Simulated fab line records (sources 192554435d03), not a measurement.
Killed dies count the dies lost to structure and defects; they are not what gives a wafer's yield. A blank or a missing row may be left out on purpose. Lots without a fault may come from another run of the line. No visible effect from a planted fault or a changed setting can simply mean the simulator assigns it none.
fab line records	flow n5-finfet
[record] lots = 7	wafers = 21
route steps=1938 shown BEOL_M3@941 BEOL_M4@1028 BEOL_M5@1120
start-h: the number of hours between the record's first day and the start of the first shown wafer of the lot	wait-h: hours from the lot's prior step to this one	" same as the row above	L1.1+2: one row covering several wafers at once	- either no value or no given start	* or withheld: withheld	< > ~ a bound
route shown NAME@n: names a module that has steps shown in the file, with the first one's number in the route	usual: the fault-free wafers' mean and standard deviation	same: alike in all rows	chamber/n: place in a boat	sites: readings site by site	_std_site: standard deviation across them	_edge_site: mean of outer sites minus mean of inner sites	radius-mm: how far each site lies from the wafer's centre	mask NAME#n: copy n	behind: tool/chamber where the wafer was last shaped	hold: why the lot was held/for how many hours/how that ended	device: the transistor (n, p or np) that didn't switch	end of line: the tests these same wafers got at the end of their route	step lacking rows: just its recipe	killed: the dies lost at the first sort to structure and to defects; this is not the yield of the wafer	map: a wafer's dies, x killed, . not, _ none there
set.NAME: the setting as run; set.NAME@STEP: as run at that earlier step	model.NAME: the simulator's own value behind a step, which no gauge read
lots where settings were altered on purpose, with a table for each step and a row for each wafer
[[steps]]
[step N5_BEOL_M3_EXPOSE_08]
[recipe] mask-id = M3	na = 0.33	source-shape = dipole	sigma-inner = 0.369	sigma-outer = 0.767	polarization = unpolarized	dose-mj = 33
lot.wafer	tool	chamber	start-h	wait-h	mask	set.dose-mj
L079.1+4+6	euv-scanner-02	0	169.92	-	M3#0	33
L080.2+3	euv-scanner-01	0	178.57	-	M3#0	33
L080.6	"	0	"	"	M3#0	32.23
L083.2+3	euv-scanner-01	0	199.48	-	M3#0	35.11
L083.4	"	0	"	"	M3#0	33
L086.4+5	euv-scanner-01	0	224.68	-	M3#0	31.69
L086.6	"	0	"	"	M3#0	33
L088.1+6	euv-scanner-01	0	233.78	-	M3#0	33
L088.4	"	0	"	"	M3#0	34.44
L089.4+5+6	euv-scanner-02	0	245.28	-	M3#0	35.04
L094.2+3+6	euv-scanner-02	0	267.02	-	M3#0	33
[step N5_BEOL_M3_PEB_09]
[recipe] peb-temp-c = 100	peb-time-s = 60	resist = CAR-EUV
[step N5_BEOL_M3_DEVELOP_10]
[recipe] develop-time-s = 30	developer = TMAH	resist = CAR-EUV	rinse-liquid = surfactant-rinse	dry = air-spin	dev-temp-c = 23
[step N5_BEOL_M3_DESCUM_16]
[recipe] chemistry = O2	time-s = 7	source-power-w = 50	bias-power-w = 20	pressure-mtorr = 20	rf-frequency-hz = 2.712e+07	temp-c = 40	resist = CAR-EUV	o2-flow-sccm = 225
[step N5_BEOL_M3_ETCH_74]
[recipe] chemistry = N2/H2	target = underlayer	target-depth-a = 65	mask-material = CAR-EUV	time-s = 5.2	ion-energy-ev = 200	pressure-mtorr = 30	source-w = 840	bias-w = 150	n2-flow-sccm = 200	h2-flow-sccm = 200	ends = cleared
lot.wafer	tool	chamber	start-h	wait-h	set.dose-mj@BEOL_M3_EXPOSE_08	model.BEOL_M3.cd-offset-nm
L079.1+4	rie-diel-03	1,2	170.20	0.0	33	0.2
L079.6	"	0	"	"	33	0
L080.2	rie-diel-05	1	178.85	0.0	33	0.2
L080.3	"	0	"	"	33	0.4
L080.6	"	3	"	"	32.23	-0.4
L083.2	rie-diel-04	2	200.18	0.0	35.11	1.6
L083.3	"	3	"	"	35.11	1.4
L083.4	"	0	"	"	33	0.2
L086.4+5	rie-diel-05	1,2	224.94	0.0	31.69	-1
L086.6	"	1	"	"	33	-0.2
L088.1	rie-diel-04	2	234.23	0.0	33	0
L088.4	"	0	"	"	34.44	0.8
L088.6	"	0	"	"	33	0.2
L089.4+5	rie-diel-05	3,0	245.54	0.0	35.04	1.2
L089.6	"	3	"	"	35.04	1
L094.2	rie-diel-04	0	267.39	0.0	33	0.2
L094.3	"	1	"	"	33	-0.2
L094.6	"	0	"	"	33	0
[step N5_BEOL_M3_ETCH_63]
[recipe] chemistry = CF4	target = SiARC	target-depth-a = 156	mask-material = CAR-EUV	time-s = 26	ion-energy-ev = 80	pressure-mtorr = 40	source-w = 545	bias-w = 36	Ar_flow_sccm = 100	cf4-flow-sccm = 100	ends = cleared
lot.wafer	tool	chamber	start-h	wait-h	set.dose-mj@BEOL_M3_EXPOSE_08	model.BEOL_M3.cd-offset-nm
L079.1+6	rie-diel-03	1,0	170.22	0.0	33	0
L079.4	"	2	"	"	33	0.2
L080.2	rie-diel-05	1	178.87	0.0	33	0.2
L080.3	"	0	"	"	33	0.4
L080.6	"	3	"	"	32.23	-0.6
L083.2+3	rie-diel-04	2,3	200.20	0.0	35.11	1.6
L083.4	"	0	"	"	33	0.2
L086.4+5	rie-diel-05	1,2	224.96	0.0	31.69	-0.8
L086.6	"	1	"	"	33	0
L088.1	rie-diel-04	2	234.25	0.0	33	0
L088.4	"	0	"	"	34.44	1
L088.6	"	0	"	"	33	0.2
L089.4+6	rie-diel-05	3	245.56	0.0	35.04	1
L089.5	"	0	"	"	35.04	1.2
L094.2	rie-diel-04	0	267.40	0.0	33	0.2
L094.3	"	1	"	"	33	-0.2
L094.6	"	0	"	"	33	0
[step N5_BEOL_M3_ETCH_64]
[recipe] chemistry = N2/H2	target = SOC	target-depth-a = 750	overetch-a = 150	mask-material = SiARC	temp-c = 40	time-s = 112.5	ion-energy-ev = 200	pressure-mtorr = 30	source-w = 840	bias-w = 150	n2-flow-sccm = 200	h2-flow-sccm = 200
lot.wafer	tool	chamber	start-h	wait-h	set.dose-mj@BEOL_M3_EXPOSE_08	model.BEOL_M3.cd-offset-nm
L079.1+6	rie-diel-03	1,0	170.25	0.0	33	0
L079.4	"	2	"	"	33	0.2
L080.2	rie-diel-05	1	178.89	0.0	33	0.4
L080.3	"	0	"	"	33	0.2
L080.6	"	3	"	"	32.23	-0.6
L083.2	rie-diel-04	2	200.23	0.0	35.11	1.6
L083.3	"	3	"	"	35.11	1.4
L083.4	"	0	"	"	33	0.2
L086.4	rie-diel-05	1	224.99	0.0	31.69	-0.8
L086.5	"	2	"	"	31.69	-1
L086.6	"	1	"	"	33	0
L088.1+6	rie-diel-04	2,0	234.28	0.0	33	0.2
L088.4	"	0	"	"	34.44	1
L089.4+6	rie-diel-05	3	245.59	0.0	35.04	1
L089.5	"	0	"	"	35.04	1.2
L094.2+6	rie-diel-04	0	267.43	0.0	33	0
L094.3	"	1	"	"	33	-0.2
[step N5_BEOL_M3_STRIP_65]
[recipe] chemistry = N2/H2	temp-c = 40	n2-flow-sccm = 200	h2-flow-sccm = 200	rf-frequency-hz = 6e+07
[step N5_BEOL_M3_STRIP_75]
[recipe] chemistry = N2/H2	temp-c = 40	n2-flow-sccm = 200	h2-flow-sccm = 200	rf-frequency-hz = 6e+07
[step N5_BEOL_M3_HM_OPEN_17]
[recipe] chemistry = Cl2/BCl3	target-depth-a = 200	overetch-a = 60	target = TiN	mask-material = SOC	ion-energy-ev = 150	pressure-mtorr = 10	icp-w = 1000	bias-w = 126	Cl2_flow_sccm = 53.25	bcl3-flow-sccm = 21.75	Ar_flow_sccm = 25
[step N5_BEOL_M3_STRIP_19]
[recipe] chemistry = O2	power-w = 400	temp-c = 40	pressure-mtorr = 30	rf-frequency-hz = 6e+07	bias-power-w = 0	overash-fraction = 0.2	o2-flow-sccm = 225
[step N5_BEOL_M3_CD_MEAS_18]
[recipe] pitch-nm = 36	target-cd-nm = 18
[usual] cd-nm = 18.04/0.28
lot.wafer	tool	chamber	start-h	wait-h	set.dose-mj@BEOL_M3_EXPOSE_08	cd-nm
L079.1	cd-sem-03	-	170.60	0.0	33	18.17
L079.4	"	-	"	"	33	18.32
L079.6	"	-	"	"	33	17.92
L080.2	cd-sem-01	-	179.25	0.1	33	18.33
L080.3	"	-	"	"	33	17.96
L080.6	"	-	"	"	32.23	16.78
L083.2	cd-sem-02	-	200.59	0.1	35.11	19.97
L083.3	"	-	"	"	35.11	19.59
L083.4	"	-	"	"	33	17.94
L086.4	cd-sem-03	-	225.34	0.1	31.69	17.30
L086.5	"	-	"	"	31.69	17.20
L086.6	"	-	"	"	33	17.95
L088.1	cd-sem-02	-	234.63	0.0	33	18.28
L088.4	"	-	"	"	34.44	19.12
L088.6	"	-	"	"	33	18.52
L089.4	cd-sem-01	-	245.94	0.1	35.04	19.24
L089.5	"	-	"	"	35.04	19.25
L089.6	"	-	"	"	35.04	18.77
L094.2	cd-sem-01	-	267.79	0.1	33	17.92
L094.3	"	-	"	"	33	17.78
L094.6	"	-	"	"	33	18.32
[step N5_BEOL_M4_COAT_05]
[recipe] resist = CAR-EUV	spin-rpm = 1500	resist-thk-nm = 30
lot.wafer	tool	chamber	start-h	wait-h	set.spin-rpm	model.CAR-EUV_of_BEOL_M4_COAT_05.thk-nm
L079.1+4+6	litho-track-04	0	-	-	1500	30
L080.2	litho-track-04	0	-	-	1586	29.2
L080.3+6	"	0	"	"	1500	30
L083.2+4	litho-track-03	0	-	-	1615	29
L083.3	"	0	"	"	1500	30
L086.4	litho-track-04	0	-	-	1593	29
L086.5	"	0	"	"	1500	30
L086.6	"	0	"	"	1593	29.2
L088.1+4+6	litho-track-04	0	-	-	1500	30
L089.4	litho-track-03	0	-	-	1636	28.8
L089.5	"	0	"	"	1500	30
L089.6	"	0	"	"	1636	28.6
L094.2	litho-track-04	0	-	-	1550	29.4
L094.3+6	"	0	"	"	1550	29.6
[step N5_BEOL_M4_EXPOSE_08]
[recipe] mask-id = M4	na = 0.33	source-shape = dipole	sigma-inner = 0.369	sigma-outer = 0.767	polarization = unpolarized	dose-mj = 41.25
lot.wafer	tool	chamber	start-h	wait-h	mask	set.dose-mj
L079.1+4+6	euv-scanner-01	0	180.27	-	M4#0	41.25
L080.2	euv-scanner-01	0	192.08	-	M4#0	43.27
L080.3+6	"	0	"	"	M4#0	41.25
L083.2	euv-scanner-01	0	221.00	-	M4#0	42.17
L083.3+4	"	0	"	"	M4#0	41.25
L086.4+5+6	euv-scanner-01	0	245.37	-	M4#0	38.51
L088.1+4	euv-scanner-02	0	252.94	-	M4#0	43.58
L088.6	"	0	"	"	M4#0	41.25
L089.4+5+6	euv-scanner-02	0	256.14	-	M4#0	41.25
L094.2+3	euv-scanner-01	0	280.92	-	M4#0	41.25
L094.6	"	0	"	"	M4#0	44.2
[step N5_BEOL_M4_PEB_09]
[recipe] peb-temp-c = 100	peb-time-s = 60	resist = CAR-EUV
[step N5_BEOL_M4_DEVELOP_10]
[recipe] develop-time-s = 30	developer = TMAH	resist = CAR-EUV	rinse-liquid = surfactant-rinse	dry = air-spin	dev-temp-c = 23
[step N5_BEOL_M4_CD_MEAS_11]
[recipe] target-cd-nm = 16.79	landing-energy-ev = 500	detector = se-inlens	polarity = opening
[usual] cd-nm = 16.79/0.21
lot.wafer	tool	chamber	start-h	wait-h	set.dose-mj@BEOL_M4_EXPOSE_08	cd-nm
L079.1	cd-sem-03	0	180.41	-	41.25	16.50
L079.4	"	0	"	"	41.25	16.56
L079.6	"	0	"	"	41.25	16.42
L080.2	cd-sem-02	0	192.21	-	43.27	18.15
L080.3	"	0	"	"	41.25	16.86
L080.6	"	0	"	"	41.25	16.73
L083.2	cd-sem-03	0	221.13	-	42.17	17.49
L083.3	"	0	"	"	41.25	16.55
L083.4	"	0	"	"	41.25	16.76
L086.4	cd-sem-02	0	245.49	-	38.51	15.26
L086.5	"	0	"	"	38.51	15.38
L086.6	"	0	"	"	38.51	15.18
L088.1	cd-sem-01	0	253.07	-	43.58	17.79
L088.4	"	0	"	"	43.58	17.32
L088.6	"	0	"	"	41.25	16.56
L089.4	cd-sem-01	0	256.25	-	41.25	17.27
L089.5	"	0	"	"	41.25	17.07
L089.6	"	0	"	"	41.25	16.99
L094.2	cd-sem-03	0	281.04	-	41.25	16.62
L094.3	"	0	"	"	41.25	16.94
L094.6	"	0	"	"	44.2	18.20
[step N5_BEOL_M4_DESCUM_16]
[recipe] chemistry = O2	time-s = 7	source-power-w = 50	bias-power-w = 20	pressure-mtorr = 20	rf-frequency-hz = 2.712e+07	temp-c = 40	resist = CAR-EUV	o2-flow-sccm = 225
lot.wafer	tool	chamber	start-h	wait-h	set.spin-rpm@BEOL_M4_COAT_05	model.CAR-EUV_of_BEOL_M4_COAT_05.thk-nm
L079.1+4+6	rie-diel-01	2,1,2	180.53	0.0	1500	26
L080.2	rie-diel-02	2	192.33	0.0	1586	25.2
L080.3+6	"	0,3	"	"	1500	26
L083.2+4	rie-diel-01	3,0	221.38	0.2	1615	25
L083.3	"	2	"	"	1500	26
L086.4+6	rie-diel-06	1,2	245.62	0.0	1593	25.2
L086.5	"	0	"	"	1500	26
L088.1+6	rie-diel-01	3	253.20	0.0	1500	26
L088.4	"	2	"	"	1500	26.2
L089.4+6	rie-diel-02	3,2	256.79	0.4	1636	24.8
L089.5	"	3	"	"	1500	26
L094.2+3+6	rie-diel-06	0,2,0	281.27	0.1	1550	25.6
[step N5_BEOL_M4_ETCH_74]
[recipe] chemistry = N2/H2	target = underlayer	target-depth-a = 65	mask-material = CAR-EUV	time-s = 5.2	ion-energy-ev = 200	pressure-mtorr = 30	source-w = 840	bias-w = 150	n2-flow-sccm = 200	h2-flow-sccm = 200	ends = cleared
lot.wafer	tool	chamber	start-h	wait-h	set.dose-mj@BEOL_M4_EXPOSE_08	model.BEOL_M4.cd-offset-nm
L079.1+6	rie-diel-01	2	180.58	0.0	41.25	-0.2
L079.4	"	1	"	"	41.25	0
L080.2	rie-diel-02	2	192.37	0.0	43.27	1
L080.3+6	"	0,3	"	"	41.25	0.2
L083.2	rie-diel-01	3	221.41	0.0	42.17	0.6
L083.3+4	"	2,0	"	"	41.25	0
L086.4+5	rie-diel-06	1,0	245.65	0.0	38.51	-1.4
L086.6	"	2	"	"	38.51	-1.6
L088.1	rie-diel-01	3	253.23	0.0	43.58	1.2
L088.4	"	2	"	"	43.58	1
L088.6	"	3	"	"	41.25	-0.2
L089.4+6	rie-diel-02	3,2	256.82	0.0	41.25	0.4
L089.5	"	3	"	"	41.25	0.2
L094.2	rie-diel-06	0	281.31	0.0	41.25	0
L094.3	"	2	"	"	41.25	0.2
L094.6	"	0	"	"	44.2	1.4
[step N5_BEOL_M4_ETCH_63]
[recipe] chemistry = CF4	target = SiARC	target-depth-a = 156	mask-material = CAR-EUV	time-s = 26	ion-energy-ev = 80	pressure-mtorr = 40	source-w = 545	bias-w = 36	Ar_flow_sccm = 100	cf4-flow-sccm = 100	ends = cleared
[step N5_BEOL_M4_ETCH_64]
[recipe] chemistry = N2/H2	target = SOC	target-depth-a = 750	overetch-a = 225	mask-material = SiARC	temp-c = 40	time-s = 121.9	ion-energy-ev = 200	pressure-mtorr = 30	source-w = 840	bias-w = 150	n2-flow-sccm = 200	h2-flow-sccm = 200
lot.wafer	tool	chamber	start-h	wait-h	set.dose-mj@BEOL_M4_EXPOSE_08	model.BEOL_M4.cd-offset-nm
L079.1+4+6	rie-diel-01	2,1,2	180.65	0.0	41.25	0
L080.2	rie-diel-02	2	192.41	0.0	43.27	1.2
L080.3+6	"	0,3	"	"	41.25	0.2
L083.2	rie-diel-01	3	221.46	0.0	42.17	0.6
L083.3+4	"	2,0	"	"	41.25	0
L086.4+6	rie-diel-06	1,2	245.74	0.1	38.51	-1.4
L086.5	"	0	"	"	38.51	-1.8
L088.1	rie-diel-01	3	253.28	0.0	43.58	1
L088.4	"	2	"	"	43.58	1.2
L088.6	"	3	"	"	41.25	-0.2
L089.4+5+6	rie-diel-02	3,3,2	256.87	0.0	41.25	0.2
L094.2	rie-diel-06	0	281.35	0.0	41.25	0
L094.3	"	2	"	"	41.25	0.6
L094.6	"	0	"	"	44.2	1.4
[step N5_BEOL_M4_STRIP_65]
[recipe] chemistry = N2/H2	temp-c = 40	n2-flow-sccm = 200	h2-flow-sccm = 200	rf-frequency-hz = 6e+07
[step N5_BEOL_M4_STRIP_75]
[recipe] chemistry = N2/H2	temp-c = 40	n2-flow-sccm = 200	h2-flow-sccm = 200	rf-frequency-hz = 6e+07
[step N5_BEOL_M4_STRIP_66]
[recipe] chemistry = CF4	resist = SiARC	power-w = 300	bias-power-w = 75	pressure-mtorr = 50	cf4-flow-sccm = 150	rf-frequency-hz = 6e+07
[step N5_BEOL_M4_HM_OPEN_17]
[recipe] chemistry = Cl2/BCl3	target-depth-a = 200	overetch-a = 60	target = TiN	mask-material = SOC	ion-energy-ev = 150	pressure-mtorr = 10	icp-w = 1000	bias-w = 126	Cl2_flow_sccm = 53.25	bcl3-flow-sccm = 21.75	Ar_flow_sccm = 25
lot.wafer	tool	chamber	start-h	wait-h	set.dose-mj@BEOL_M4_EXPOSE_08	model.BEOL_M4.cd-offset-nm
L079.1	rie-metal-02	0	180.90	0.0	41.25	-0.2
L079.4+6	"	1	"	"	41.25	0
L080.2	rie-metal-03	0	192.59	0.0	43.27	1.2
L080.3	"	1	"	"	41.25	0.2
L080.6	"	0	"	"	41.25	0.4
L083.2	rie-metal-03	1	221.63	0.0	42.17	0.6
L083.3	"	1	"	"	41.25	0.2
L083.4	"	0	"	"	41.25	0
L086.4+6	rie-metal-02	1	245.89	0.1	38.51	-1.6
L086.5	"	0	"	"	38.51	-1.8
L088.1+4	rie-metal-03	0	253.45	0.0	43.58	1.2
L088.6	"	0	"	"	41.25	0
L089.4+6	rie-metal-01	1	257.07	0.1	41.25	0.4
L089.5	"	0	"	"	41.25	0.2
L094.2	rie-metal-01	0	281.53	0.0	41.25	0
L094.3	"	1	"	"	41.25	0.6
L094.6	"	0	"	"	44.2	1.2
[step N5_BEOL_M4_STRIP_19]
[recipe] chemistry = O2	power-w = 400	temp-c = 40	pressure-mtorr = 30	rf-frequency-hz = 6e+07	bias-power-w = 0	overash-fraction = 0.2	o2-flow-sccm = 225
[step N5_BEOL_M4_CD_MEAS_18]
[recipe] pitch-nm = 36	target-cd-nm = 18
[usual] cd-nm = 18.00/0.29
lot.wafer	tool	chamber	start-h	wait-h	set.dose-mj@BEOL_M4_EXPOSE_08	cd-nm
L079.1	cd-sem-01	-	181.08	0.0	41.25	17.86
L079.4	"	-	"	"	41.25	17.93
L079.6	"	-	"	"	41.25	17.83
L080.2	cd-sem-02	-	192.78	0.1	43.27	19.41
L080.3	"	-	"	"	41.25	18.25
L080.6	"	-	"	"	41.25	18.21
L083.2	cd-sem-01	-	221.92	0.1	42.17	18.31
L083.3	"	-	"	"	41.25	17.87
L083.4	"	-	"	"	41.25	18.03
L086.4	cd-sem-02	-	246.04	0.0	38.51	16.66
L086.5	"	-	"	"	38.51	16.26
L086.6	"	-	"	"	38.51	16.71
L088.1	cd-sem-03	-	253.63	0.0	43.58	19.25
L088.4	"	-	"	"	43.58	19.40
L088.6	"	-	"	"	41.25	17.81
L089.4	cd-sem-02	-	257.22	0.0	41.25	18.80
L089.5	"	-	"	"	41.25	18.25
L089.6	"	-	"	"	41.25	18.50
L094.2	cd-sem-03	-	281.71	0.1	41.25	18.04
L094.3	"	-	"	"	41.25	18.61
L094.6	"	-	"	"	44.2	19.40
[step N5_BEOL_M4_EXPOSE_25]
[recipe] mask-id = V3	na = 0.33	source-shape = quasar	sigma-inner = 0.2	sigma-outer = 0.8	polarization = unpolarized	defocus-nm = 5	dose-mj = 63
lot.wafer	tool	chamber	start-h	wait-h	mask	set.dose-mj
L079.1+4+6	euv-scanner-02	0	181.38	-	V3#0	63
L080.2+6	euv-scanner-01	0	193.08	-	V3#0	60.42
L080.3	"	0	"	"	V3#0	63
L083.2+3	euv-scanner-02	0	222.10	-	V3#0	59.82
L083.4	"	0	"	"	V3#0	63
L086.4	euv-scanner-01	0	246.37	-	V3#0	61.72
L086.5+6	"	0	"	"	V3#0	63
L088.1	euv-scanner-02	0	253.93	-	V3#0	63
L088.4+6	"	0	"	"	V3#0	58.29
L089.4+5+6	euv-scanner-01	0	257.58	-	V3#0	63
L094.2+3+6	euv-scanner-01	0	282.01	-	V3#0	63
[step N5_BEOL_M4_PEB_26]
[recipe] peb-temp-c = 100	peb-time-s = 60	resist = CAR-EUV
[step N5_BEOL_M4_DEVELOP_27]
[recipe] develop-time-s = 30	developer = TMAH	resist = CAR-EUV	rinse-liquid = surfactant-rinse	dry = air-spin	dev-temp-c = 23
[step N5_BEOL_M4_CD_MEAS_28]
[recipe] target-cd-nm = 26.2	landing-energy-ev = 500	detector = se-inlens	target-cd-y-nm = 24.1	polarity = opening
[usual] cd-nm = 26.17/0.24
lot.wafer	tool	chamber	start-h	wait-h	set.dose-mj@BEOL_M4_EXPOSE_25	cd-nm
L079.1	cd-sem-02	0	181.52	-	63	26.16
L079.4	"	0	"	"	63	26.29
L079.6	"	0	"	"	63	26.48
L080.2	cd-sem-02	0	193.22	-	60.42	25.38
L080.3	"	0	"	"	63	26.03
L080.6	"	0	"	"	60.42	24.90
L083.2	cd-sem-03	0	222.24	-	59.82	25.08
L083.3	"	0	"	"	59.82	25.64
L083.4	"	0	"	"	63	25.95
L086.4	cd-sem-02	0	246.49	-	61.72	25.49
L086.5	"	0	"	"	63	26.14
L086.6	"	0	"	"	63	26.40
L088.1	cd-sem-03	0	254.07	-	63	26.21
L088.4	"	0	"	"	58.29	24.33
L088.6	"	0	"	"	58.29	24.57
L089.4	cd-sem-02	0	257.70	-	63	26.39
L089.5	"	0	"	"	63	26.46
L089.6	"	0	"	"	63	26.27
L094.2	cd-sem-01	0	282.15	-	63	25.82
L094.3	"	0	"	"	63	26.47
L094.6	"	0	"	"	63	26.30
[step N5_BEOL_M5_COAT_05]
[recipe] resist = CAR-EUV	spin-rpm = 1500	resist-thk-nm = 30
lot.wafer	tool	chamber	start-h	wait-h	set.spin-rpm	model.CAR-EUV_of_BEOL_M5_COAT_05.thk-nm
L079.1+4+6	litho-track-02	0	-	-	1500	30.2
L080.2+3	litho-track-02	0	-	-	1500	30.2
L080.6	"	0	"	"	1500	30
L083.2	litho-track-01	0	-	-	1553	29.4
L083.3	"	0	"	"	1500	30
L083.4	"	0	"	"	1553	29.6
L086.4+5	litho-track-01	0	-	-	1450	30.6
L086.6	"	0	"	"	1500	30.2
L088.1+4	litho-track-02	0	-	-	1500	30
L088.6	"	0	"	"	1445	30.6
L089.4	litho-track-02	0	-	-	1500	30
L089.5	"	0	"	"	1417	30.8
L089.6	"	0	"	"	1417	31
L094.2	litho-track-02	0	-	-	1500	29.8
L094.3+6	"	0	"	"	1500	30
[[key]]
[split] step = N5_BEOL_M3_EXPOSE_08	setting = dose-mj	stated = 33	by = wafer
[response] step = N5_BEOL_M3_ETCH_74	reading = model.BEOL_M3.cd-offset-nm	change = +0.199	per = 1%	r = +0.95
[response] step = N5_BEOL_M3_ETCH_63	reading = model.BEOL_M3.cd-offset-nm	change = +0.224	per = 1%	r = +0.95
[response] step = N5_BEOL_M3_ETCH_64	reading = model.BEOL_M3.cd-offset-nm	change = +0.215	per = 1%	r = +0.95
[response] step = N5_BEOL_M3_CD_MEAS_18	reading = cd-nm	change = +0.257	per = 1%	r = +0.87
[split] step = N5_BEOL_M4_COAT_05	setting = spin-rpm	stated = 1500	by = wafer
[response] step = N5_BEOL_M4_COAT_05	reading = model.CAR-EUV_of_BEOL_M4_COAT_05.thk-nm	change = -0.14	per = 1%	r = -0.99
[response] step = N5_BEOL_M4_DESCUM_16	reading = model.CAR-EUV_of_BEOL_M4_COAT_05.thk-nm	change = -0.132	per = 1%	r = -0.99
[split] step = N5_BEOL_M4_EXPOSE_08	setting = dose-mj	stated = 41.25	by = wafer
[response] step = N5_BEOL_M4_CD_MEAS_11	reading = cd-nm	change = +0.217	per = 1%	r = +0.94
[response] step = N5_BEOL_M4_ETCH_74	reading = model.BEOL_M4.cd-offset-nm	change = +0.195	per = 1%	r = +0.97
[response] step = N5_BEOL_M4_ETCH_64	reading = model.BEOL_M4.cd-offset-nm	change = +0.191	per = 1%	r = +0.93
[response] step = N5_BEOL_M4_HM_OPEN_17	reading = model.BEOL_M4.cd-offset-nm	change = +0.167	per = 1%	r = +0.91
[response] step = N5_BEOL_M4_CD_MEAS_18	reading = cd-nm	change = +0.204	per = 1%	r = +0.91
[split] step = N5_BEOL_M4_EXPOSE_25	setting = dose-mj	stated = 63	by = wafer
[response] step = N5_BEOL_M4_CD_MEAS_28	reading = cd-nm	change = +0.209	per = 1%	r = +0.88
[split] step = N5_BEOL_M5_COAT_05	setting = spin-rpm	stated = 1500	by = wafer
[response] step = N5_BEOL_M5_COAT_05	reading = model.CAR-EUV_of_BEOL_M5_COAT_05.thk-nm	change = -0.152	per = 1%	r = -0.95
